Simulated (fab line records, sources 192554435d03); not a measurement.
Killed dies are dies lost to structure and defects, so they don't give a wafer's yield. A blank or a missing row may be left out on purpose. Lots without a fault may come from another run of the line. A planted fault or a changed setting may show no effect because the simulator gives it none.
Split-lot experiment | flow n5_finfet | 7 lots, 21 wafers read, on a route of 1938 steps

THE SPLIT
At N5_GATE_CUT_ALD_22 (deposits SiNx, target thk 16 nm, pulse time 1 s, ald cycles 320), the setting ald_cycles was moved away from the recipe's 320 on 6 of the 21 wafers read, by -10.6% to +13.1%. The other wafers ran this setting at the recipe's value.

The reading is taken at the split's own step.

THE READING
SiNx_of_GATE_CUT_ALD_22.thk_nm (the simulator's own value, which no gauge read), in nm, at N5_GATE_CUT_ALD_22 (deposits SiNx, target thk 16 nm, pulse time 1 s, ald cycles 320). The file gives no usual value for it. The 15 wafers here that ran the recipe average 16.0 nm, standard deviation 0.11 nm.

wafer  | tool, chamber at the split | ald_cycles as run | against the recipe | SiNx_of_GATE_CUT_ALD_22.thk_nm, nm | against lot-mates on the recipe
L074.4 | ald_sin-01, 3,0            | 320               | recipe             | 16                                 | -
L074.5 | ald_sin-01, 3,0            | 320               | recipe             | 16                                 | -
L074.6 | ald_sin-01, 3              | 358               | +11.9%             | 18                                 | +2.0
L075.2 | ald_sin-02, 0              | 320               | recipe             | 15.8                               | -
L075.3 | ald_sin-02, 2              | 320               | recipe             | 16                                 | -
L075.4 | ald_sin-02, 1              | 344               | +7.5%              | 17                                 | +1.1
L084.3 | ald_sin-04, 2              | 320               | recipe             | 16                                 | -
L084.5 | ald_sin-04, 1              | 320               | recipe             | 15.8                               | -
L084.6 | ald_sin-04, 2              | 320               | recipe             | 16.2                               | -
L088.1 | ald_sin-01, 0              | 300               | -6.2%              | 15                                 | -0.8
L088.3 | ald_sin-01, 2              | 320               | recipe             | 15.8                               | -
L088.5 | ald_sin-01, 1              | 300               | -6.2%              | 14.8                               | -1.0
L091.1 | ald_sin-02, 2              | 286               | -10.6%             | 14.4                               | -1.5
L091.2 | ald_sin-02, 1              | 320               | recipe             | 16                                 | -
L091.5 | ald_sin-02, 1              | 320               | recipe             | 15.8                               | -
L093.1 | ald_sin-02, 3,2,2          | 320               | recipe             | 16                                 | -
L093.2 | ald_sin-02, 3,2,2          | 320               | recipe             | 16                                 | -
L093.5 | ald_sin-02, 3,2,2          | 320               | recipe             | 16                                 | -
L097.4 | ald_sin-04, 2              | 362               | +13.1%             | 18.2                               | +2.2
L097.5 | ald_sin-04, 0,1            | 320               | recipe             | 16                                 | -
L097.6 | ald_sin-04, 0,1            | 320               | recipe             | 16                                 | -
Where a row lists several chambers, the file gives one row for several wafers and doesn't say which wafer went through which chamber.

THE FIT
A straight line over all 21 wafers: SiNx_of_GATE_CUT_ALD_22.thk_nm changes by +0.163 nm for each +1% of ald_cycles; r = +0.99; the points scatter about the line by 0.12 nm.
The same after taking each lot's own level away (the mean of its wafers on the recipe; 21 wafers): +0.157 nm for each +1%; r = +0.99; scatter 0.11 nm.
On that fit, the largest move of ald_cycles shifts the reading by 2.1 nm.
The lots' own levels span 15.80 to 16.00 nm, that is 1.8 times the standard deviation above.
So the lot-to-lot level changes the slope little: the two slopes agree.
Check: with one of the wafers moved furthest among these (+13.1%) left out of the fit, the line predicts +2.02 nm for it against its lot-mates. It came out at +2.2 nm against them.

OTHER SPLITS ON THESE WAFERS
These wafers also went through other splits before the reading. Each is held against what the fit with the lots' levels taken away leaves over:
other split on the same wafers        | wafers away from the commonest value | r with SiNx_of_GATE_CUT_ALD_22.thk_nm (lot level and that fit taken away)
N5_SD_EPI_N_EPI_21 temp_c             | 7                                    | +0.14
N5_SDB_ALD_29 ald_cycles              | 9                                    | -0.13
N5_DUMMY_REMOVAL_HM_STRIP_01 time_s   | 4                                    | +0.13
N5_HKMG_FIN_PEB_10 peb_time_s         | 9                                    | -0.20
N5_HKMG_FIN_DEVELOP_11 develop_time_s | 7                                    | +0.07
N5_GATE_CUT_COAT_34 spin_rpm          | 7                                    | -0.05
N5_GATE_CUT_COAT_27 spin_rpm          | 6                                    | +0.08

THE WHOLE CHAIN: every reading that the file lists as answering this split, in the file's order
step               | what it does                                                    | reading                                                                         | change (the file's fit)                                                            | r (the file's)
N5_GATE_CUT_ALD_22 | deposits SiNx, target thk 16 nm, pulse time 1 s, ald cycles 320 | SiNx_of_GATE_CUT_ALD_22.thk_nm (the simulator's own value, which no gauge read) | +0.158 nm for each +1% of the setting                                              | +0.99
N5_GATE_CUT_CMP_23 | polishes, stops on SiO2, t overpolish 23.4 s, target thk 16 nm  | SiNx_of_GATE_CUT_ALD_22.thk_nm (the simulator's own value, which no gauge read) | not straight: 14.4 at the lowest setting, 15.96 at the recipe, 14.4 at the highest | not given

THE FILE'S OWN FIT
SiNx_of_GATE_CUT_ALD_22.thk_nm changes by +0.158 nm for each +1% of ald_cycles, r = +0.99.
